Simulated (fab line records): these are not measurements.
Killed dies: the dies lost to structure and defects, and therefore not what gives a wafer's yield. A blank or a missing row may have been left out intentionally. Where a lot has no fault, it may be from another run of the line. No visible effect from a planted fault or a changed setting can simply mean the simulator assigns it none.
fab line records	flow n5Finfet	part 1 of 2: steps 1 to 23 of 32
record: lots: 5	wafers: 15	lastDay: 16
route steps=1938 shown BEOL_M14@1738
lots that met no fault: from a run of the same line without faults
startH: the number of hours between the record's first day and the start of the first shown wafer of the lot	waitH: how many hours have passed since the lot's step before this one	" same as the row above	L1.1+2: a single row standing in for several wafers	- value missing, or start not given	* or withheld: withheld	< > ~ a bound
route shown NAME@n: names a module that has steps shown in the file, with the first one's number in the route	usual: mean and standard deviation over wafers with no fault	same: alike in all rows	chamber/n: place in a boat	sites: readings site by site	_std_site: the values' standard deviation	_edge_site: mean of outer sites minus mean of inner sites	radiusMm: for every site, how far away it sits from the centre of the wafer	mask NAME#n: copy n	behind: the last tool/chamber to shape the wafer	hold: why the lot was held/for how many hours/how that ended	device: the transistor (n, p or np) that didn't switch	end of line: at the end of the route, the tests of the same wafers	a step without rows: its recipe alone	killed: dies that structure and defects cost at the first sort, which is not the same as the wafer's yield	map: a wafer's dies, x killed, . not, _ none there
set.NAME: the setting that was run; set.NAME@STEP: the one run at that earlier step	model.NAME: the simulator's own value behind a step, which no gauge read
certain route steps with their lots: each step a table, each wafer a row
services: a tool's chamber out of use, with start hour (startH, from the record's first day; less than 0 if before it), hours out, and reason
== steps ==
step: N5_BEOL_M14_COAT_66
recipe: resist: SiARC	tempC: 220	timeS: 60	spinRpm: 1500	resistThkNm: 110
usual: plateTempC: 220.01/0.16
lot.wafer	tool	chamber	startH	waitH	plateTempC
L080.1	lithoTrack-05	0	-	-	219.98
L080.5	"	0	"	"	220.07
L080.6	"	0	"	"	220.15
L084.1	lithoTrack-01	0	-	-	219.87
L084.3	"	0	"	"	219.82
L084.4	"	0	"	"	219.87
L088.3	lithoTrack-01	0	-	-	219.99
L088.5	"	0	"	"	220.08
L088.6	"	0	"	"	219.75
L090.1	lithoTrack-01	0	-	-	220.09
L090.5	"	0	"	"	219.83
L090.6	"	0	"	"	220.18
L096.3	lithoTrack-01	0	-	-	220.23
L096.4	"	0	"	"	220.24
L096.5	"	0	"	"	220.13
step: N5_BEOL_M14_COAT_22
recipe: spinRpm: 2888	resistThkNm: 300
lot.wafer	tool	chamber	startH	waitH
L080.1+5+6	lithoTrack-05	0	-	-
L084.1+3+4	lithoTrack-01	0	-	-
L088.3+5+6	lithoTrack-01	0	-	-
L090.1+5+6	lithoTrack-01	0	-	-
L096.3+4+5	lithoTrack-01	0	-	-
step: N5_BEOL_M14_EBR_24
recipe: solvent: PGMEA	ebrWidthMm: 1.5
lot.wafer	tool	chamber	startH	waitH
L080.1+5+6	lithoTrack-05	0	-	-
L084.1+3+4	lithoTrack-01	0	-	-
L088.3+5+6	lithoTrack-01	0	-	-
L090.1+5+6	lithoTrack-01	0	-	-
L096.3+4+5	lithoTrack-01	0	-	-
step: N5_BEOL_M14_SOFTBAKE_23
recipe: tempC: 130	timeS: 60
usual: plateTempC: 130.00/0.14
lot.wafer	tool	chamber	startH	waitH	plateTempC
L080.1	lithoTrack-05	0	-	-	130.27
L080.5	"	0	"	"	130.12
L080.6	"	0	"	"	130.07
L084.1	lithoTrack-01	0	-	-	129.87
L084.3	"	0	"	"	129.93
L084.4	"	0	"	"	129.99
L088.3	lithoTrack-01	0	-	-	130.11
L088.5	"	0	"	"	129.99
L088.6	"	0	"	"	130.17
L090.1	lithoTrack-01	0	-	-	129.94
L090.5	"	0	"	"	129.82
L090.6	"	0	"	"	129.87
L096.3	lithoTrack-01	0	-	-	129.97
L096.4	"	0	"	"	129.96
L096.5	"	0	"	"	130.01
step: N5_BEOL_M14_EXPOSE_25
recipe: maskId: M14	na: 0.8	sourceShape: annular	sigmaInner: 0.5	sigmaOuter: 0.8	polarization: unpolarized	targetCdNm: 280	doseMj: 26.6
lot.wafer	tool	chamber	startH	waitH	mask
L080.1+5+6	krfScanner-01	0	280.73	-	M14#0
L084.1+3+4	krfScanner-02	0	302.72	-	M14#0
L088.3+5+6	krfScanner-01	0	327.77	-	M14#0
L090.1+5+6	krfScanner-01	0	347.28	-	M14#0
L096.3+4+5	krfScanner-02	0	370.71	-	M14#0
step: N5_BEOL_M14_PEB_26
recipe: pebTempC: 130	pebTimeS: 90
usual: plateTempC: 130.02/0.15
lot.wafer	tool	chamber	startH	waitH	plateTempC
L080.1	lithoTrack-03	0	280.79	0.1	129.85
L080.5	"	0	"	"	129.99
L080.6	"	0	"	"	129.97
L084.1	lithoTrack-01	0	302.78	0.1	129.85
L084.3	"	0	"	"	129.89
L084.4	"	0	"	"	129.87
L088.3	lithoTrack-03	0	327.82	0.0	129.90
L088.5	"	0	"	"	130.03
L088.6	"	0	"	"	130.04
L090.1	lithoTrack-03	0	347.34	0.1	130.24
L090.5	"	0	"	"	130.17
L090.6	"	0	"	"	130.22
L096.3	lithoTrack-01	0	370.76	0.0	129.84
L096.4	"	0	"	"	130.15
L096.5	"	0	"	"	130.06
step: N5_BEOL_M14_DEVELOP_27
recipe: developTimeS: 45	rinseLiquid: diw	dry: airSpin	devTempC: 21
usual: developerTempC: 20.98/0.096
lot.wafer	tool	chamber	startH	waitH	developerTempC
L080.1	lithoTrack-03	0	-	-	20.94
L080.5	"	0	"	"	20.87
L080.6	"	0	"	"	20.88
L084.1	lithoTrack-01	0	-	-	21.03
L084.3	"	0	"	"	20.98
L084.4	"	0	"	"	21.23
L088.3	lithoTrack-03	0	-	-	21.04
L088.5	"	0	"	"	21.12
L088.6	"	0	"	"	21.03
L090.1	lithoTrack-03	0	-	-	20.84
L090.5	"	0	"	"	20.91
L090.6	"	0	"	"	20.86
L096.3	lithoTrack-01	0	-	-	21.08
L096.4	"	0	"	"	21.06
L096.5	"	0	"	"	21.06
step: N5_BEOL_M14_HARDBAKE_32
recipe: tempC: 130	timeS: 120
usual: plateTempC: 129.99/0.13
lot.wafer	tool	chamber	startH	waitH	plateTempC
L080.1	lithoTrack-03	0	-	-	130.03
L080.5	"	0	"	"	130.34
L080.6	"	0	"	"	130.00
L084.1	lithoTrack-01	0	-	-	130.05
L084.3	"	0	"	"	129.98
L084.4	"	0	"	"	130.07
L088.3	lithoTrack-03	0	-	-	129.76
L088.5	"	0	"	"	129.73
L088.6	"	0	"	"	129.73
L090.1	lithoTrack-03	0	-	-	130.07
L090.5	"	0	"	"	129.79
L090.6	"	0	"	"	130.11
L096.3	lithoTrack-01	0	-	-	130.15
L096.4	"	0	"	"	130.12
L096.5	"	0	"	"	129.81
step: N5_BEOL_M14_CD_MEAS_28
recipe: targetCdNm: 284.4	landingEnergyEv: 500	detector: seInlens
usual: cdNm: 283.4/1.8
lot.wafer	tool	chamber	startH	waitH	cdNm
L080.1	cdSem-01	0	280.90	-	283.6
L080.5	"	0	"	"	286.1
L080.6	"	0	"	"	288.0
L084.1	cdSem-02	0	302.89	-	281.9
L084.3	"	0	"	"	281.6
L084.4	"	0	"	"	281.6
L088.3	cdSem-03	0	327.94	-	284.5
L088.5	"	0	"	"	282.9
L088.6	"	0	"	"	280.6
L090.1	cdSem-03	0	347.45	-	283.4
L090.5	"	0	"	"	281.5
L090.6	"	0	"	"	284.2
L096.3	cdSem-01	0	370.87	-	279.8
L096.4	"	0	"	"	281.7
L096.5	"	0	"	"	279.8
step: N5_BEOL_M14_OVL_MEAS_29
recipe: pointsPerWafer: 44
usual: M14_OVL: -1/5.7
lot.wafer	tool	chamber	startH	waitH	M14_OVL[nm]
L080.1	overlay-01	0	280.93	0.0	1
L080.5	"	0	"	"	0
L080.6	"	0	"	"	-6
L084.1	overlay-01	0	302.92	0.0	-4
L084.3	"	0	"	"	5
L084.4	"	0	"	"	-3
L088.3	overlay-01	0	327.96	0.0	8
L088.5	"	0	"	"	4
L088.6	"	0	"	"	1
L090.1	overlay-01	0	347.48	0.0	-10
L090.5	"	0	"	"	-6
L090.6	"	0	"	"	-7
L096.3	overlay-01	0	370.90	0.0	-8
L096.4	"	0	"	"	3
L096.5	"	0	"	"	4
step: N5_BEOL_M14_INSPECT_30
recipe: mode: adi	inspectInstrument: macro
usual: rawDefectCount: 2.2/1.5
lot.wafer	tool	chamber	startH	waitH	rawDefectCount
L080.1	defectInspect-01	-	280.96	0.0	2
L080.5	"	-	"	"	1
L080.6	"	-	"	"	1
L084.1	defectInspect-01	-	302.95	0.0	5
L084.3	"	-	"	"	7
L084.4	"	-	"	"	3
L088.3	defectInspect-02	-	327.99	0.0	2
L088.5	"	-	"	"	3
L088.6	"	-	"	"	4
L090.1	defectInspect-01	-	347.51	0.0	1
L090.5	"	-	"	"	2
L090.6	"	-	"	"	6
L096.3	defectInspect-02	-	370.93	0.0	4
L096.4	"	-	"	"	2
L096.5	"	-	"	"	3
step: N5_BEOL_M14_DESCUM_33
recipe: chemistry: O2	timeS: 7.9	sourcePowerW: 50	biasPowerW: 20	pressureMtorr: 20	rfFrequencyHz: 2.712e+07	tempC: 40	o2FlowSccm: 225
usual: drypumpMotorCurrentA: 5.4/0.46	oesProductAu: 0.78/0.075	rfVppV: 243.0/1.4	showerheadPlenumPTorr: 2.09/0.072	throttleValvePct: 20.48/0.21
lot.wafer	tool	chamber	startH	waitH	drypumpMotorCurrentA	oesProductAu	rfHoursCounterH	rfVppV	showerheadPlenumPTorr	throttleValvePct
L080.1	rieDiel-06	0	280.99	0.0	5.0	0.69	222	243.9	2.14	20.67
L080.5	"	1	"	"	5.4	0.77	-	242.9	2.12	20.63
L080.6	"	0	"	"	5.0	0.70	-	244.1	2.14	20.69
L084.1	rieDiel-06	0	302.98	0.0	5.0	0.70	231	243.0	2.14	20.69
L084.3	"	1	"	"	5.4	0.76	144	242.3	2.12	20.63
L084.4	"	2	"	"	5.2	0.76	157	240.9	2.02	20.66
L088.3	rieDiel-01	3	328.02	0.0	6.5	0.79	102	244.4	2.20	20.27
L088.5	"	2	"	"	5.1	0.74	-	243.1	2.18	20.79
L088.6	"	1	"	"	5.7	0.85	-	241.9	2.04	20.33
L090.1	rieDiel-01	1	347.54	0.0	5.8	0.84	64	242.8	2.04	20.33
L090.5	"	3	"	"	6.5	0.78	-	245.5	2.20	20.26
L090.6	"	2	"	"	5.1	0.72	-	244.4	2.17	20.78
L096.3	rieDiel-03	1	370.96	0.0	4.8	0.74	165	242.8	2.01	20.20
L096.4	"	3	"	"	5.8	0.84	87	244.0	2.13	20.55
L096.5	"	0	"	"	6.2	0.90	-	244.6	2.14	20.49
step: N5_BEOL_M14_ETCH_67
recipe: chemistry: CF4	target: SiARC	targetDepthA: 1430	timeS: 238.3	ionEnergyEv: 80	pressureMtorr: 40	sourceW: 545	biasW: 36	Ar_flow_sccm: 100	cf4FlowSccm: 100	ends: cleared
usual: drypumpMotorCurrentA: 5.4/0.46	etchRfOnTimeS: 239/6.3	oesProductAu: 0.67/0.065	rfVppV: 183.9/1.4	showerheadPlenumPTorr: 2.13/0.076	throttleValvePct: 15.61/0.23
lot.wafer	tool	chamber	startH	waitH	drypumpMotorCurrentA	etchRfOnTimeS	oesProductAu	rfHoursCounterH	rfVppV	showerheadPlenumPTorr	throttleValvePct
L080.1	rieDiel-06	0	281.03	0.0	5.1	239	0.60	223	184.9	2.20	15.91
L080.5	"	1	"	"	5.3	241	0.64	-	183.9	2.16	15.70
L080.6	"	0	"	"	5.0	238	0.60	-	183.8	2.20	15.93
L084.1	rieDiel-06	0	303.02	0.0	5.1	241	0.59	231	183.9	2.20	15.90
L084.3	"	1	"	"	5.4	243	0.64	144	184.0	2.16	15.70
L084.4	"	2	"	"	5.1	230	0.66	157	183.4	2.05	15.74
L088.3	rieDiel-01	3	328.06	0.0	6.5	235	0.68	102	186.8	2.25	15.42
L088.5	"	2	"	"	5.1	247	0.62	-	183.7	2.23	15.99
L088.6	"	1	"	"	5.7	238	0.73	-	182.6	2.09	15.45
L090.1	rieDiel-01	1	347.58	0.0	5.8	238	0.72	64	181.9	2.09	15.48
L090.5	"	3	"	"	6.5	235	0.68	-	185.9	2.25	15.43
L090.6	"	2	"	"	5.1	249	0.62	-	185.1	2.22	16.00
L096.3	rieDiel-03	1	370.99	0.0	4.8	241	0.63	165	182.9	2.05	15.37
L096.4	"	3	"	"	5.8	241	0.70	87	184.8	2.16	15.65
L096.5	"	0	"	"	6.2	223	0.79	-	185.6	2.19	15.50
step: N5_BEOL_M14_ETCH_68
recipe: chemistry: N2/H2	target: SOC	maskMaterial: SiARC	sourceW: 3000	biasW: 350	tempC: 40	timeS: 450	ionEnergyEv: 200	pressureMtorr: 30	n2FlowSccm: 200	h2FlowSccm: 200
usual: drypumpMotorCurrentA: 5.4/0.46	oesProductAu: 0.78/0.074	rfVppV: 523.7/2.6	showerheadPlenumPTorr: 2.53/0.089	throttleValvePct: 17.81/0.24
lot.wafer	tool	chamber	startH	waitH	drypumpMotorCurrentA	oesProductAu	rfHoursCounterH	rfVppV	showerheadPlenumPTorr	throttleValvePct
L080.1	rieDiel-06	0	281.17	0.1	5.1	0.70	223	526.3	2.62	18.18
L080.5	"	1	"	"	5.4	0.77	-	523.5	2.54	17.71
L080.6	"	0	"	"	5.1	0.70	-	526.5	2.62	18.18
L084.1	rieDiel-06	0	303.16	0.1	5.1	0.69	231	527.1	2.62	18.22
L084.3	"	1	"	"	5.4	0.76	144	522.9	2.53	17.75
L084.4	"	2	"	"	5.2	0.76	157	519.8	2.45	18.04
L088.3	rieDiel-01	3	328.20	0.1	6.5	0.79	102	527.6	2.67	17.54
L088.5	"	2	"	"	5.1	0.74	-	526.7	2.65	18.18
L088.6	"	1	"	"	5.8	0.84	-	521.6	2.48	17.69
L090.1	rieDiel-01	1	347.72	0.1	5.8	0.85	64	522.6	2.47	17.72
L090.5	"	3	"	"	6.5	0.78	-	527.6	2.67	17.54
L090.6	"	2	"	"	5.1	0.74	-	527.6	2.65	18.20
L096.3	rieDiel-03	1	371.14	0.1	4.8	0.74	165	521.4	2.43	17.47
L096.4	"	3	"	"	5.8	0.84	87	524.9	2.55	17.75
L096.5	"	0	"	"	6.3	0.91	-	524.8	2.60	17.76
step: N5_BEOL_M14_STRIP_69
recipe: chemistry: N2/H2	tempC: 40	n2FlowSccm: 200	h2FlowSccm: 200	rfFrequencyHz: 6e+07
lot.wafer	tool	chamber	startH	waitH
L080.1+5+6	rieDiel-06	0,1,0	281.44	0.1
L084.1+3+4	rieDiel-06	0,1,2	303.43	0.1
L088.3+5+6	rieDiel-01	3,2,1	328.47	0.1
L090.1+5+6	rieDiel-01	1,3,2	347.99	0.1
L096.3+4+5	rieDiel-03	1,3,0	371.40	0.1
step: N5_BEOL_M14_TRENCH_ETCH_34
recipe: chemistry: C4F8/O2/Ar	target: SiO2	targetDepthA: 5566.5	maskMaterial: SOC	heInnerTorr: 15	heOuterTorr: 30	timeS: 126.9	ionEnergyEv: 800	pressureMtorr: 20	sourceW: 1905	biasW: 2040	Ar_flow_sccm: 400	C4F8_flow_sccm: 16	O2_flow_sccm: 12
usual: C4F8_flow_sccm: 16.00/0.053	drypumpMotorCurrentA: 5.4/0.47	oesProductAu: 0.78/0.078	rfVppV: 2229/26	showerheadPlenumPTorr: 3.42/0.12	throttleValvePct: 30.92/0.22
lot.wafer	tool	chamber	startH	waitH	C4F8_flow_sccm	drypumpMotorCurrentA	oesProductAu	rfHoursCounterH	rfVppV	showerheadPlenumPTorr	throttleValvePct
L080.1	rieDiel-06	0	281.45	0.0	15.90	5.1	0.70	223	2179	3.52	31.18
L080.5	"	1	"	"	16.09	5.4	0.76	-	2253	3.46	31.04
L080.6	"	0	"	"	15.99	5.0	0.70	-	2179	3.52	31.18
L084.1	rieDiel-06	0	303.44	0.0	16.06	5.1	0.69	231	2178	3.52	31.15
L084.3	"	1	"	"	16.00	5.4	0.75	144	2253	3.46	31.05
L084.4	"	2	"	"	16.01	5.2	0.76	157	2246	3.29	30.96
L088.3	rieDiel-01	3	328.48	0.0	15.96	6.5	0.80	102	2254	3.59	30.65
L088.5	"	2	"	"	16.01	5.1	0.73	-	2196	3.58	31.36
L088.6	"	1	"	"	15.97	5.7	0.85	-	2178	3.35	30.80
L090.1	rieDiel-01	1	348.00	0.0	15.98	5.8	0.84	64	2179	3.35	30.82
L090.5	"	3	"	"	15.99	6.5	0.78	-	2254	3.58	30.64
L090.6	"	2	"	"	15.97	5.1	0.73	-	2196	3.58	31.38
L096.3	rieDiel-03	1	371.41	0.0	15.94	4.8	0.74	165	2215	3.32	30.72
L096.4	"	3	"	"	15.92	5.8	0.82	87	2232	3.46	30.92
L096.5	"	0	"	"	15.89	6.3	0.93	-	2230	3.49	31.00
step: N5_BEOL_M14_STRIP_70
recipe: chemistry: C4F8/O2/Ar	resist: SiARC	rfFrequencyHz: 6e+07
lot.wafer	tool	chamber	startH	waitH
L080.1+5+6	rieDiel-06	0,1,0	281.56	0.1
L084.1+3+4	rieDiel-06	0,1,2	303.55	0.1
L088.3+5+6	rieDiel-01	3,2,1	328.59	0.1
L090.1+5+6	rieDiel-01	1,3,2	348.11	0.1
L096.3+4+5	rieDiel-03	1,3,0	371.53	0.1
step: N5_BEOL_M14_OCD_MEAS_35
usual: trenchDepthNm: 555/15
lot.wafer	tool	chamber	startH	waitH	trenchDepthNm
L080.1	ocd-02	-	281.60	0.0	554
L080.5	"	-	"	"	550
L080.6	"	-	"	"	558
L084.1	ocd-02	-	303.59	0.0	546
L084.3	"	-	"	"	545
L084.4	"	-	"	"	562
L088.3	ocd-02	-	328.63	0.0	565
L088.5	"	-	"	"	540
L088.6	"	-	"	"	556
L090.1	ocd-02	-	348.15	0.0	560
L090.5	"	-	"	"	560
L090.6	"	-	"	"	537
L096.3	ocd-02	-	371.57	0.0	551
L096.4	"	-	"	"	552
L096.5	"	-	"	"	594
step: N5_BEOL_M14_STRIP_37
recipe: chemistry: O2	powerW: 600	tempC: 60	pressureMtorr: 30	rfFrequencyHz: 6e+07	biasPowerW: 0	overashFraction: 0.3	o2FlowSccm: 225
usual: drypumpMotorCurrentA: 5.6/0.53	oesProductAu: 0.81/0.083	rfVppV: 3.8/1.1	showerheadPlenumPTorr: 2.11/0.077	throttleValvePct: 16.67/0.22
lot.wafer	tool	chamber	startH	waitH	drypumpMotorCurrentA	oesProductAu	rfHoursCounterH	rfVppV	showerheadPlenumPTorr	throttleValvePct
L080.1	rieDiel-03	2	283.36	1.8	5.7	0.68	250	4.3	1.98	16.96
L080.5	"	3	"	"	5.8	0.87	-	3.6	2.14	16.71
L080.6	"	1	"	"	4.8	0.76	-	5.6	2.02	16.39
L084.1	rieDiel-01	2	305.23	1.6	5.1	0.74	154	1.7	2.18	17.01
L084.3	"	3	"	"	6.5	0.79	93	2.5	2.21	16.49
L084.4	"	2	"	"	5.1	0.74	-	3.4	2.18	16.99
L088.3	rieDiel-03	2	330.66	2.0	5.7	0.93	5	2.4	2.24	16.45
L088.5	"	1	"	"	4.8	0.75	-	3.7	2.02	16.43
L088.6	"	0	"	"	6.3	0.94	-	3.9	2.15	16.58
L090.1	rieDiel-01	0	349.62	1.5	5.6	0.97	11	4.3	2.06	16.58
L090.5	"	2	"	"	5.1	0.74	-	2.7	2.18	17.03
L090.6	"	3	"	"	6.5	0.78	-	1.8	2.21	16.49
L096.3	rieDiel-01	0	371.61	0.0	5.6	0.94	18	3.2	2.06	16.58
L096.4	"	2	"	"	5.1	0.73	178	5.6	2.17	17.04
L096.5	"	3	"	"	6.5	0.78	-	3.9	2.20	16.52
step: N5_BEOL_M14_ETCH_38
recipe: chemistry: CF4/N2	target: SiCN	targetDepthA: 1065	taperDeg: 2	timeS: 120.6	ionEnergyEv: 150	maskMaterial: SiO2	pressureMtorr: 40	sourceW: 430	biasW: 70	Ar_flow_sccm: 100	cf4FlowSccm: 60	n2FlowSccm: 60
usual: drypumpMotorCurrentA: 5.6/0.53	oesProductAu: 0.81/0.085	rfVppV: 382.5/2	showerheadPlenumPTorr: 2.22/0.079	throttleValvePct: 15.41/0.23
lot.wafer	tool	chamber	startH	waitH	drypumpMotorCurrentA	oesProductAu	rfHoursCounterH	rfVppV	showerheadPlenumPTorr	throttleValvePct
L080.1	rieDiel-03	2	-	-	5.8	0.68	250	378.8	2.09	15.75
L080.5	"	3	"	"	5.8	0.86	-	383.5	2.23	15.40
L080.6	"	1	"	"	4.8	0.77	-	378.7	2.13	15.16
L084.1	rieDiel-01	2	-	-	5.1	0.73	154	384.3	2.30	15.82
L084.3	"	3	"	"	6.5	0.81	93	385.0	2.32	15.21
L084.4	"	2	"	"	5.1	0.73	-	383.4	2.30	15.82
L088.3	rieDiel-03	2	-	-	5.8	0.94	5	385.6	2.36	15.24
L088.5	"	1	"	"	4.8	0.75	-	381.3	2.12	15.21
L088.6	"	0	"	"	6.3	0.96	-	384.1	2.26	15.29
L090.1	rieDiel-01	0	-	-	5.6	0.97	11	381.5	2.16	15.29
L090.5	"	2	"	"	5.1	0.72	-	384.3	2.30	15.84
L090.6	"	3	"	"	6.5	0.79	-	383.7	2.31	15.25
L096.3	rieDiel-01	0	-	-	5.6	0.95	18	381.3	2.16	15.30
L096.4	"	2	"	"	5.1	0.72	178	383.3	2.29	15.86
L096.5	"	3	"	"	6.5	0.78	-	385.5	2.31	15.27
step: N5_BEOL_M14_PRECLEAN_39
recipe: chemistry: residueRemover	timeS: 60	tempC: 40
lot.wafer	tool	chamber	startH	waitH
L080.1+5+6	wetBench-06	6,2,4	283.56	-
L084.1+3+4	wetBench-06	0,1,3	305.43	-
L088.3+5+6	wetBench-06	5,6,0	330.85	-
L090.1+5+6	wetBench-03	3,2,6	349.81	-
L096.3+4+5	wetBench-05	0,5,1	371.80	-
step: N5_BEOL_M14_SRD_40
recipe: timeS: 30	tempC: 23	rinseLiquid: diw	dry: n2Spin	spinRpm: 1500	dryTimeS: 30
same: dryTimeS: 30
lot.wafer	tool	chamber	startH	waitH
L080.1+5+6	wetBench-06	6,2,4	283.58	0.0
L084.1+3+4	wetBench-06	0,1,3	305.45	0.0
L088.3+5+6	wetBench-06	5,6,0	330.87	0.0
L090.1+5+6	wetBench-03	3,2,6	349.83	0.0
L096.3+4+5	wetBench-05	0,5,1	371.83	0.0
step: N5_BEOL_M14_DEGAS_41
recipe: ambient: vacuum	tempC: 300	timeS: 60
usual: heaterPowerW: 491/70
lot.wafer	tool	chamber	startH	waitH	heaterPowerW
L080.1	pvdSputter-03	-	283.78	0.2	496
L080.5	"	-	"	"	453
L080.6	"	-	"	"	563
L084.1	pvdSputter-02	-	305.94	0.5	574
L084.3	"	-	"	"	460
L084.4	"	-	"	"	575
L088.3	pvdSputter-02	-	331.17	0.3	581
L088.5	"	-	"	"	574
L088.6	"	-	"	"	438
L090.1	pvdSputter-01	-	350.04	0.2	464
L090.5	"	-	"	"	471
L090.6	"	-	"	"	602
L096.3	pvdSputter-02	-	372.01	0.2	451
L096.4	"	-	"	"	583
L096.5	"	-	"	"	570
